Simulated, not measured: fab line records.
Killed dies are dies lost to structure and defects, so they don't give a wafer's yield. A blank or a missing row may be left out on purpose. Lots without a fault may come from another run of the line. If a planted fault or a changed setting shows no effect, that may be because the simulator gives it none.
Chamber matching ; flow nand harc ; 4 sister chambers for NHARC_P_STI_DESCUM_14 on rie diel-09
The step chemistry O2, time 3 s. 20 wafers are shown with their chamber, then 10 later ones without.

== WAFERS WITH THEIR CHAMBER ==
wafer;chamber;drypump motor current A (A);chamber pressure mTorr (mTorr);throttle valve pct (%)
L074.1;0;5.3;59.95;11.317
L074.3;3;5.5;60.03;11.319
L074.6;3;5.5;59.97;11.297
L075.3;3;5.5;59.99;11.303
L075.4;1;6.5;59.89;11.318
L075.5;3;5.5;60.04;11.311
L077.3;0;5.3;60.01;11.316
L077.5;2;6.2;60.09;11.300
L077.6;3;5.5;60.01;11.311
L085.3;2;6.2;60.07;11.317
L085.4;3;5.5;60.01;11.305
L085.6;3;5.5;60.03;11.306
L086.2;2;6.2;60.01;11.299
L086.3;1;6.6;59.89;11.323
L086.4;0;5.3;59.99;11.300
L088.1;3;5.5;59.94;11.325
L088.2;0;5.3;59.99;11.311
L088.6;2;6.2;59.97;11.308
L091.3;3;5.5;59.91;11.309
L091.4;2;6.2;60.05;11.312

SIGNATURES, as means of the wafers listed above
reading;chamber 0;chamber 1;chamber 2;chamber 3;scatter within a chamber
drypump motor current A;5.300;6.550;6.200;5.500;0.0177
chamber pressure mTorr;59.9850;59.8900;60.0380;59.9922;0.041
throttle valve pct;11.31100;11.32050;11.30720;11.30956;0.0079
Rule: for a wafer and a chamber, the distance is found by dividing, reading by reading, the gap between the wafer's reading and the chamber's mean by the reading's scatter, squaring, summing and taking the root. The wafer belongs to the nearest chamber; if the next one is less than 2 further off, it can't be placed. The scatter: the root of (the sum of the squares of (reading less its chamber's mean) over the shown wafers, divided by (wafers less chambers)).

== WAFERS WITHOUT THEIR CHAMBER ==
wafer;drypump motor current A (A);chamber pressure mTorr (mTorr);throttle valve pct (%)
L091.5;6.5;59.99;11.309
L093.4;5.3;59.93;11.314
L093.5;6.6;60.11;11.321
L093.6;6.2;60.00;11.296
L092.2;6.2;59.99;11.309
L092.3;5.3;60.04;11.314
L092.5;6.2;59.99;11.323
L095.1;6.2;60.01;11.315
L095.2;6.6;60.08;11.311
L095.4;5.3;59.98;11.307

== CHAMBER TAKEN BY EACH ==
wafer;from the rows above;in truth
L091.5;1;1
L093.4;0;0
L093.5;1;1
L093.6;2;2
L092.2;2;2
L092.3;0;0
L092.5;2;2
L095.1;2;2
L095.2;1;1
L095.4;0;0
Correctly placed: 10 of 10. Not placeable from these rows: 0. Number placed wrongly: 0.
